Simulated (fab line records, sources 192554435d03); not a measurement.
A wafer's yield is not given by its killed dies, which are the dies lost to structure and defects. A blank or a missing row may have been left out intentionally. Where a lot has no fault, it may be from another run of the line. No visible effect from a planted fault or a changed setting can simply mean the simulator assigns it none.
Lot-split experiment + flow n5Finfet + 21 wafers read across 7 lots, on a route 1938 steps long

== THE SPLIT ITSELF ==
At N5_GATE_CUT_COAT_27 (time 60 s, resist thk 10 nm), the setting spinRpm was moved away from the recipe's 1500 rpm on 8 of the 21 wafers read, by -3.9% to +8.9%. This setting was run at the recipe's value on the other wafers.

== FROM THE SPLIT TO THE READING: what the file shows between them, 3 steps ==
- N5_GATE_CUT_COAT_07: resist thk 30 nm
- N5_GATE_CUT_EBR_09
- N5_GATE_CUT_DESCUM_18: chemistry O2, time 7 s

== THE READING ==
etch.depthNm (the simulator's own value, which no gauge read), in nm, at N5_GATE_CUT_ETCH_28 (etches underlayer in N2/H2, target depth 13 nm, time 10.4 s). No usual value for it is given in the file. Average 10.042 nm, standard deviation 0.029 nm, over the 13 wafers here run with the recipe.

| wafer  | tool, chamber at the split | spinRpm as run, rpm | against the recipe | etch.depthNm, nm | against lot-mates on the recipe |
|--------|----------------------------|---------------------|--------------------|------------------|---------------------------------|
| L076.1 | lithoTrack-01, 0           | 1500                | recipe             | 9.991            | -                               |
| L076.3 | lithoTrack-01, 0           | 1588                | +5.9%              | 9.694            | -0.297                          |
| L076.5 | lithoTrack-01, 0           | 1588                | +5.9%              | 9.713            | -0.278                          |
| L085.3 | lithoTrack-05, 0           | 1441                | -3.9%              | 10.24            | no lot-mate on the recipe       |
| L085.4 | lithoTrack-05, 0           | 1441                | -3.9%              | 10.24            | no lot-mate on the recipe       |
| L085.6 | lithoTrack-05, 0           | 1441                | -3.9%              | 10.25            | no lot-mate on the recipe       |
| L086.1 | lithoTrack-05, 0           | 1500                | recipe             | 10.07            | -                               |
| L086.2 | lithoTrack-05, 0           | 1500                | recipe             | 10.08            | -                               |
| L086.3 | lithoTrack-05, 0           | 1500                | recipe             | 10.09            | -                               |
| L090.3 | lithoTrack-05, 0           | 1570                | +4.7%              | 9.814            | -0.206                          |
| L090.4 | lithoTrack-05, 0           | 1500                | recipe             | 10.02            | -                               |
| L090.5 | lithoTrack-05, 0           | 1500                | recipe             | 10.02            | -                               |
| L092.2 | lithoTrack-02, 0           | 1571                | +4.7%              | 9.818            | -0.212                          |
| L092.3 | lithoTrack-02, 0           | 1500                | recipe             | 10.04            | -                               |
| L092.6 | lithoTrack-02, 0           | 1500                | recipe             | 10.02            | -                               |
| L095.4 | lithoTrack-02, 0           | 1500                | recipe             | 10.07            | -                               |
| L095.5 | lithoTrack-02, 0           | 1500                | recipe             | 10.05            | -                               |
| L095.6 | lithoTrack-02, 0           | 1500                | recipe             | 10.06            | -                               |
| L097.1 | lithoTrack-01, 0           | 1634                | +8.9%              | 9.597            | -0.423                          |
| L097.4 | lithoTrack-01, 0           | 1500                | recipe             | 10.01            | -                               |
| L097.5 | lithoTrack-01, 0           | 1500                | recipe             | 10.03            | -                               |

THE FIT
A straight line over all 21 wafers: etch.depthNm changes by -0.052 nm for each +1% of spinRpm; r = -0.99; the points scatter about the line by 0.028 nm.
The same after taking each lot's own level away (the mean of its wafers on the recipe; 18 wafers): -0.0473 nm for each +1%; r = -1.00; scatter 0.0098 nm.
On that fit, the largest move of spinRpm shifts the reading by 0.42 nm.
The span of the lots' own levels, 9.9910 to 10.0800 nm, comes to 3.1 times the standard deviation stated above.
The two slopes agree, so the slope changes little with the lot-to-lot level.
Check: for one of the wafers moved furthest among these (+8.9%), held out of the fit, the line's prediction against its lot-mates is -0.422 nm. It came out at -0.423 nm against them.

== OTHER SPLITS ON THESE WAFERS ==
Before the reading, these wafers also passed through other splits. Each is held against what the fit with the lots' levels taken away leaves over:
| other split on the same wafers    | wafers away from the commonest value | r with etch.depthNm (lot level and that fit taken away) |
|-----------------------------------|--------------------------------------|---------------------------------------------------------|
| N5_SD_EPI_N_PEB_07 pebTimeS       | 6                                    | +0.24                                                   |
| N5_SD_EPI_P_EPI_21 epiGrowthTimeS | 6                                    | +0.21                                                   |
| N5_HKMG_FIN_ETCH_54 sourceW       | 8                                    | -0.22                                                   |
| N5_HKMG_FIN_COAT_85 spinRpm       | 10                                   | +0.14                                                   |

== THE WHOLE CHAIN: every reading that the file lists as answering this split, in the file's order ==
| step                | what it does                                                | reading                                                                               | change (the file's fit)                | r (the file's) |
|---------------------|-------------------------------------------------------------|---------------------------------------------------------------------------------------|----------------------------------------|----------------|
| N5_GATE_CUT_COAT_27 | time 60 s, resist thk 10 nm                                 | underlayer_of_GATE_CUT_COAT_27.thkNm (the simulator's own value, which no gauge read) | -0.0455 nm for each +1% of the setting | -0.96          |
| N5_GATE_CUT_ETCH_28 | etches underlayer in N2/H2, target depth 13 nm, time 10.4 s | etch.depthNm (the simulator's own value, which no gauge read)                         | -0.047 nm for each +1% of the setting  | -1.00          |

== THE FILE'S OWN FIT ==
etch.depthNm changes by -0.047 nm for each +1% of spinRpm, r = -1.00.
